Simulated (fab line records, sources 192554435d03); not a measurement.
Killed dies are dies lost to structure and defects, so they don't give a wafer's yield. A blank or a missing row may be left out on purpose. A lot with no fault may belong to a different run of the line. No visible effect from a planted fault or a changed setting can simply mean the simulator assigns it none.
fab line records + flow n5Finfet
record:
- lots: 11
- wafers: 31
- lastDay: 18
route steps=1938 shown BEOL_M8@1345
lots untouched by any fault: they come from a run of this same line in which no faults occurred
startH: hours from the record's opening day to when the first of the lot's shown wafers began + waitH: hours elapsed since this lot's preceding step + " identical to the entry in the row above + L1.1+2: several wafers, shown together as one row + - value missing, or start not given + * or withheld: withheld + < > ~ a bound
route shown NAME@n: a module of which the file shows steps, and the number in the route of the first + usual: mean/standard deviation taken from wafers without a fault + same: alike in all rows + chamber/n: place in a boat + sites: readings site by site + _std_site: their standard deviation + _edge_site: inner sites' mean taken away from outer sites' mean + radiusMm: for every site, how far away it sits from the centre of the wafer + mask NAME#n: copy n + behind: the most recent tool/chamber to have shaped the wafer + hold: what put the lot on hold/how long, in hours/how the hold closed + device: which transistor (n, p or np) failed to switch + end of line: the same wafers' tests at the end of the route + step lacking rows: just its recipe + killed: dies that structure and defects cost at the first sort, which is not the same as the wafer's yield + map: per-die view of a wafer (x killed, . not killed, _ where there is no die)
set.NAME: setting as actually run; set.NAME@STEP: the setting as run at that earlier step + model.NAME: the simulator's own value behind a step, which no gauge read
steps of the route over a sample of lots; a table a step, a row a wafer
services: the hour from which a tool's chamber was out of use, counted from the record's first day as startH (under 0 if before that day), plus the number of hours and why
== steps ==
step: N5_BEOL_M8_CD_MEAS_11
recipe:
- targetCdNm: 38.5
- landingEnergyEv: 500
- detector: seInlens
- polarity: opening
usual:
- cdNm: 38.6/0.5
| lot.wafer | tool     | chamber | startH | waitH | cdNm |
|-----------|----------|---------|--------|-------|------|
| L231.2    | cdSem-01 | 0       | 216.35 | -     | 38.3 |
| L231.4    | "        | 0       | "      | "     | 39.1 |
| L231.6    | "        | 0       | "      | "     | 38.3 |
| L234.1    | cdSem-03 | 0       | 219.71 | -     | 38.3 |
| L234.2    | "        | 0       | "      | "     | 39.3 |
| L234.5    | "        | 0       | "      | "     | 39.0 |
| L235.1    | cdSem-02 | 0       | 237.56 | -     | 38.3 |
| L235.3    | "        | 0       | "      | "     | 38.3 |
| L235.5    | "        | 0       | "      | "     | 38.5 |
| L237.2    | cdSem-02 | 0       | 245.69 | -     | 38.5 |
| L237.3    | "        | 0       | "      | "     | 39.3 |
| L237.4    | "        | 0       | "      | "     | 39.0 |
| L240.2    | cdSem-01 | 0       | 256.32 | -     | 38.8 |
| L240.3    | "        | 0       | "      | "     | 38.9 |
| L240.6    | "        | 0       | "      | "     | 39.5 |
| L241.3    | cdSem-01 | 0       | 278.55 | -     | 38.6 |
| L241.6    | "        | 0       | "      | "     | 38.6 |
| L246.1    | cdSem-02 | 0       | 302.23 | -     | 38.5 |
| L246.4    | "        | 0       | "      | "     | 38.0 |
| L246.5    | "        | 0       | "      | "     | 37.3 |
| L247.1    | cdSem-03 | 0       | 310.79 | -     | 38.2 |
| L247.4    | "        | 0       | "      | "     | 38.1 |
| L247.5    | "        | 0       | "      | "     | 38.3 |
| L249.5    | cdSem-02 | 0       | 321.98 | -     | 39.3 |
| L249.6    | "        | 0       | "      | "     | 39.1 |
| L250.2    | cdSem-03 | 0       | 338.21 | -     | 38.8 |
| L250.3    | "        | 0       | "      | "     | 38.3 |
| L250.4    | "        | 0       | "      | "     | 38.2 |
| L252.3    | cdSem-02 | 0       | 343.32 | -     | 38.3 |
| L252.4    | "        | 0       | "      | "     | 38.9 |
| L252.5    | "        | 0       | "      | "     | 38.3 |
step: N5_BEOL_M8_ETCH_62
recipe:
- chemistry: N2/H2
- target: SOC
- targetDepthA: 1100
- overetchA: 220
- maskMaterial: SiARC
- tempC: 40
- timeS: 165
- ionEnergyEv: 200
- pressureMtorr: 30
- sourceW: 840
- biasW: 150
- n2FlowSccm: 200
- h2FlowSccm: 200
usual:
- drypumpMotorCurrentA: 5.9/0.36
- oesProductAu: 0.70/0.06
- rfVppV: 524.7/2.3
- showerheadPlenumPTorr: 2.57/0.071
- throttleValvePct: 17.79/0.22
| lot.wafer | tool       | chamber | startH | waitH | drypumpMotorCurrentA | oesProductAu | rfHoursCounterH | rfVppV | showerheadPlenumPTorr | throttleValvePct |
|-----------|------------|---------|--------|-------|----------------------|--------------|-----------------|--------|-----------------------|------------------|
| L231.2    | rieDiel-01 | 2       | 217.22 | 0.0   | 5.9                  | 0.60         | 244             | 524.2  | 2.60                  | 17.88            |
| L231.4    | "          | 1       | "      | "     | 6.0                  | 0.80         | 8               | 522.9  | 2.50                  | 17.65            |
| L231.6    | "          | 3       | "      | "     | 5.3                  | 0.73         | -               | 527.8  | 2.68                  | 17.85            |
| L234.1    | rieDiel-01 | 0       | 220.38 | 0.0   | 6.0                  | 0.71         | 62              | 526.9  | 2.69                  | 17.79            |
| L234.2    | "          | 1       | "      | "     | 6.1                  | 0.79         | 10              | 522.4  | 2.50                  | 17.66            |
| L234.5    | "          | 1       | "      | "     | 6.1                  | 0.79         | -               | 521.2  | 2.50                  | 17.65            |
| L235.1    | rieDiel-06 | 0       | 238.01 | 0.0   | 6.2                  | 0.73         | 46              | 522.0  | 2.48                  | 18.07            |
| L235.3    | "          | 2       | "      | "     | 5.7                  | 0.72         | 61              | 522.0  | 2.48                  | 17.84            |
| L235.5    | "          | 0       | "      | "     | 6.2                  | 0.72         | -               | 521.5  | 2.48                  | 18.06            |
| L237.2    | rieDiel-06 | 1       | 246.09 | 0.0   | 6.6                  | 0.74         | 39              | 526.4  | 2.58                  | 17.91            |
| L237.3    | "          | 0       | "      | "     | 6.2                  | 0.73         | 49              | 521.0  | 2.48                  | 18.07            |
| L237.4    | "          | 3       | "      | "     | 5.4                  | 0.57         | 229             | 522.8  | 2.50                  | 18.18            |
| L240.2    | rieDiel-01 | 0       | 256.50 | 0.0   | 6.1                  | 0.69         | 77              | 527.8  | 2.69                  | 17.80            |
| L240.3    | "          | 1       | "      | "     | 6.1                  | 0.76         | 25              | 522.0  | 2.49                  | 17.69            |
| L240.6    | "          | 3       | "      | "     | 5.3                  | 0.70         | -               | 528.2  | 2.67                  | 17.89            |
| L241.3    | rieDiel-01 | 3       | 278.89 | 0.0   | 5.3                  | 0.69         | 63              | 526.3  | 2.67                  | 17.90            |
| L241.6    | "          | 1       | "      | "     | 6.1                  | 0.75         | -               | 522.7  | 2.49                  | 17.71            |
| L246.1    | rieDiel-02 | 0       | 302.41 | 0.0   | 6.0                  | 0.68         | 101             | 525.9  | 2.56                  | 17.69            |
| L246.4    | "          | 3       | "      | "     | 5.5                  | 0.70         | -               | 524.5  | 2.59                  | 17.56            |
| L246.5    | "          | 2       | "      | "     | 6.2                  | 0.69         | -               | 523.1  | 2.56                  | 17.42            |
| L247.1    | rieDiel-02 | 3       | 311.09 | 0.0   | 5.5                  | 0.69         | 66              | 525.0  | 2.59                  | 17.55            |
| L247.4    | "          | 2       | "      | "     | 6.2                  | 0.70         | -               | 525.4  | 2.56                  | 17.43            |
| L247.5    | "          | 0       | "      | "     | 6.0                  | 0.67         | -               | 524.4  | 2.56                  | 17.70            |
| L249.5    | rieDiel-01 | 3       | 322.22 | 0.1   | 5.3                  | 0.69         | -               | 528.8  | 2.66                  | 17.92            |
| L249.6    | "          | 0       | "      | "     | 6.0                  | 0.67         | -               | 527.4  | 2.68                  | 17.84            |
| L250.2    | rieDiel-01 | 1       | 338.50 | 0.0   | 6.1                  | 0.72         | 56              | 521.3  | 2.48                  | 17.76            |
| L250.3    | "          | 2       | "      | "     | 5.9                  | 0.79         | 20              | 524.6  | 2.58                  | 17.52            |
| L250.4    | "          | 3       | "      | "     | 5.3                  | 0.68         | 86              | 527.4  | 2.66                  | 17.95            |
| L252.3    | rieDiel-02 | 0       | 343.56 | 0.0   | 6.0                  | 0.67         | 117             | 523.7  | 2.55                  | 17.71            |
| L252.4    | "          | 1       | "      | "     | 5.5                  | 0.80         | 10              | 525.4  | 2.58                  | 17.69            |
| L252.5    | "          | 0       | "      | "     | 6.0                  | 0.67         | -               | 524.0  | 2.55                  | 17.71            |
step: N5_BEOL_M8_COAT_22
recipe:
- resist: CAR-EUV
- spinRpm: 1500
- resistThkNm: 30
usual:
- spinSpeedRpm: 1500.0/1.2
| lot.wafer | tool          | chamber | startH | waitH | spinSpeedRpm |
|-----------|---------------|---------|--------|-------|--------------|
| L231.2    | lithoTrack-02 | 0       | 218.58 | -     | 1499.9       |
| L231.4    | "             | 0       | "      | "     | 1502.1       |
| L231.6    | "             | 0       | "      | "     | 1500.6       |
| L234.1    | lithoTrack-04 | 0       | 220.80 | -     | 1497.0       |
| L234.2    | "             | 0       | "      | "     | 1498.7       |
| L234.5    | "             | 0       | "      | "     | 1497.8       |
| L235.1    | lithoTrack-03 | 0       | 240.78 | -     | 1498.8       |
| L235.3    | "             | 0       | "      | "     | 1501.1       |
| L235.5    | "             | 0       | "      | "     | 1500.2       |
| L237.2    | lithoTrack-04 | 0       | 246.64 | -     | 1499.8       |
| L237.3    | "             | 0       | "      | "     | 1501.7       |
| L237.4    | "             | 0       | "      | "     | 1500.9       |
| L240.2    | lithoTrack-02 | 0       | 257.08 | -     | 1498.8       |
| L240.3    | "             | 0       | "      | "     | 1499.6       |
| L240.6    | "             | 0       | "      | "     | 1500.1       |
| L241.3    | lithoTrack-03 | 0       | 280.38 | -     | 1500.9       |
| L241.6    | "             | 0       | "      | "     | 1499.0       |
| L246.1    | lithoTrack-03 | 0       | 303.34 | -     | 1385.6       |
| L246.4    | "             | 0       | "      | "     | 1384.4       |
| L246.5    | "             | 0       | "      | "     | 1384.0       |
| L247.1    | lithoTrack-03 | 0       | 312.92 | -     | 1384.3       |
| L247.4    | "             | 0       | "      | "     | 1383.4       |
| L247.5    | "             | 0       | "      | "     | 1383.6       |
| L249.5    | lithoTrack-04 | 0       | 323.82 | -     | 1499.9       |
| L249.6    | "             | 0       | "      | "     | 1500.6       |
| L250.2    | lithoTrack-04 | 0       | 339.28 | -     | 1500.2       |
| L250.3    | "             | 0       | "      | "     | 1499.8       |
| L250.4    | "             | 0       | "      | "     | 1499.5       |
| L252.3    | lithoTrack-04 | 0       | 346.01 | -     | 1499.5       |
| L252.4    | "             | 0       | "      | "     | 1499.0       |
| L252.5    | "             | 0       | "      | "     | 1500.9       |
step: N5_BEOL_M8_DESCUM_33
recipe:
- chemistry: O2
- timeS: 7
- sourcePowerW: 50
- biasPowerW: 20
- pressureMtorr: 20
- rfFrequencyHz: 2.712e+07
- tempC: 40
- resist: CAR-EUV
- o2FlowSccm: 225
usual:
- drypumpMotorCurrentA: 5.8/0.33
- oesProductAu: 0.83/0.066
- rfVppV: 243.6/1.1
- showerheadPlenumPTorr: 2.13/0.055
- throttleValvePct: 20.41/0.24
| lot.wafer | tool       | chamber | startH | waitH | drypumpMotorCurrentA | oesProductAu | rfHoursCounterH | rfVppV | showerheadPlenumPTorr | throttleValvePct |
|-----------|------------|---------|--------|-------|----------------------|--------------|-----------------|--------|-----------------------|------------------|
| L231.2    | rieDiel-02 | 1       | 218.96 | 0.0   | 5.5                  | 0.72         | 222             | 244.9  | 2.16                  | 20.81            |
| L231.4    | "          | 3       | "      | "     | 5.5                  | 0.86         | 34              | 243.2  | 2.16                  | 20.18            |
| L231.6    | "          | 1       | "      | "     | 5.6                  | 0.72         | -               | 243.8  | 2.16                  | 20.83            |
| L234.1    | rieDiel-02 | 2       | 221.19 | 0.0   | 6.2                  | 0.86         | 60              | 243.4  | 2.13                  | 20.12            |
| L234.2    | "          | 3       | "      | "     | 5.5                  | 0.85         | 35              | 244.7  | 2.16                  | 20.18            |
| L234.5    | "          | 3       | "      | "     | 5.5                  | 0.85         | -               | 244.9  | 2.16                  | 20.16            |
| L235.1    | rieDiel-01 | 3       | 241.54 | 0.3   | 5.3                  | 0.85         | 49              | 244.6  | 2.23                  | 20.69            |
| L235.3    | "          | 1       | "      | "     | 6.1                  | 0.90         | 18              | 243.6  | 2.06                  | 20.35            |
| L235.5    | "          | 1       | "      | "     | 6.1                  | 0.90         | -               | 241.7  | 2.07                  | 20.34            |
| L237.2    | rieDiel-01 | 3       | 247.15 | 0.0   | 5.3                  | 0.86         | 51              | 246.1  | 2.23                  | 20.70            |
| L237.3    | "          | 0       | "      | "     | 6.0                  | 0.84         | 73              | 245.0  | 2.22                  | 20.41            |
| L237.4    | "          | 2       | "      | "     | 5.9                  | 0.68         | 251             | 243.9  | 2.16                  | 20.68            |
| L240.2    | rieDiel-02 | 0       | 257.46 | 0.0   | 6.0                  | 0.83         | 86              | 243.2  | 2.12                  | 20.25            |
| L240.3    | "          | 3       | "      | "     | 5.5                  | 0.84         | 47              | 245.4  | 2.15                  | 20.19            |
| L240.6    | "          | 2       | "      | "     | 6.2                  | 0.85         | -               | 244.4  | 2.12                  | 20.15            |
| L241.3    | rieDiel-02 | 2       | 280.76 | 0.0   | 6.2                  | 0.84         | 80              | 244.0  | 2.12                  | 20.15            |
| L241.6    | "          | 0       | "      | "     | 6.0                  | 0.81         | -               | 241.3  | 2.11                  | 20.29            |
| L246.1    | rieDiel-02 | 3       | 303.98 | 0.1   | 5.5                  | 0.81         | 63              | 244.2  | 2.15                  | 20.21            |
| L246.4    | "          | 3       | "      | "     | 5.5                  | 0.81         | -               | 243.7  | 2.15                  | 20.22            |
| L246.5    | "          | 0       | "      | "     | 6.0                  | 0.81         | -               | 243.4  | 2.11                  | 20.28            |
| L247.1    | rieDiel-06 | 0       | 313.78 | 0.5   | 6.2                  | 0.82         | 74              | 243.3  | 2.03                  | 20.68            |
| L247.4    | "          | 0       | "      | "     | 6.2                  | 0.82         | -               | 241.3  | 2.03                  | 20.68            |
| L247.5    | "          | 2       | "      | "     | 5.7                  | 0.81         | -               | 242.9  | 2.02                  | 20.34            |
| L249.5    | rieDiel-06 | 2       | 324.35 | 0.0   | 5.7                  | 0.82         | -               | 241.6  | 2.02                  | 20.36            |
| L249.6    | "          | 1       | "      | "     | 6.5                  | 0.85         | -               | 244.6  | 2.14                  | 20.76            |
| L250.2    | rieDiel-02 | 3       | 340.02 | 0.2   | 5.5                  | 0.80         | 77              | 242.0  | 2.14                  | 20.23            |
| L250.3    | "          | 1       | "      | "     | 5.5                  | 0.95         | 8               | 244.6  | 2.15                  | 20.60            |
| L250.4    | "          | 2       | "      | "     | 6.2                  | 0.82         | 102             | 242.7  | 2.11                  | 20.20            |
| L252.3    | rieDiel-02 | 3       | 346.52 | 0.0   | 5.5                  | 0.80         | 79              | 243.8  | 2.14                  | 20.23            |
| L252.4    | "          | 2       | "      | "     | 6.2                  | 0.81         | 105             | 243.3  | 2.11                  | 20.20            |
| L252.5    | "          | 3       | "      | "     | 5.5                  | 0.80         | -               | 243.6  | 2.14                  | 20.23            |
== services ==
| tool       | chamber | startH | hours | kind                        |
|------------|---------|--------|-------|-----------------------------|
| rieDiel-01 | 2       | 218.92 | 9.9   | repair                      |
| rieDiel-02 | 0       | 219.88 | 3.8   | repair                      |
| rieDiel-01 | 2       | 254.45 | 7.3   | repair                      |
| rieDiel-01 | 2       | 261.77 | -     | clean                       |
| rieDiel-01 | 2       | 261.77 | -     | consumableReplace:focusRing |
| rieDiel-01 | 2       | 261.77 | 11.2  | scheduledDown               |
| rieDiel-01 | 2       | 261.77 | 11.2  | ventCycle                   |
| rieDiel-02 | 1       | 302.20 | -     | clean                       |
| rieDiel-02 | 1       | 302.20 | -     | consumableReplace:focusRing |
| rieDiel-02 | 1       | 302.20 | 17.0  | scheduledDown               |
| rieDiel-02 | 1       | 302.20 | 17.0  | ventCycle                   |
| rieDiel-06 | 3       | 303.32 | -     | clean                       |
| rieDiel-06 | 3       | 303.32 | -     | consumableReplace:focusRing |
| rieDiel-06 | 3       | 303.32 | 15.4  | scheduledDown               |
| rieDiel-06 | 3       | 303.32 | 15.4  | ventCycle                   |
| rieDiel-01 | 2       | 315.73 | 7.1   | repair                      |
== key ==
firstSign:
- step: N5_BEOL_M8_COAT_22
- reading: spinSpeedRpm
- direction: down
- sigmas: 98
- usual: *
- struck: *
effect none on later readings
metAt N5_BEOL_M8_COAT_22
struckLots L246,L247
notActingAt N5_BEOL_M8_CD_MEAS_11,N5_BEOL_M8_ETCH_62,N5_BEOL_M8_DESCUM_33
onsetBetween 280.38 303.34
fault:
- kind: processParameterDrift
- tool: lithoTrack-03
- chamber: -
- onsetH: 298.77
- steps: N5_BEOL_M8_COAT_22
- channel: spinRpm
- offset: *
- shape: step
- actsIn: *
- stated: *
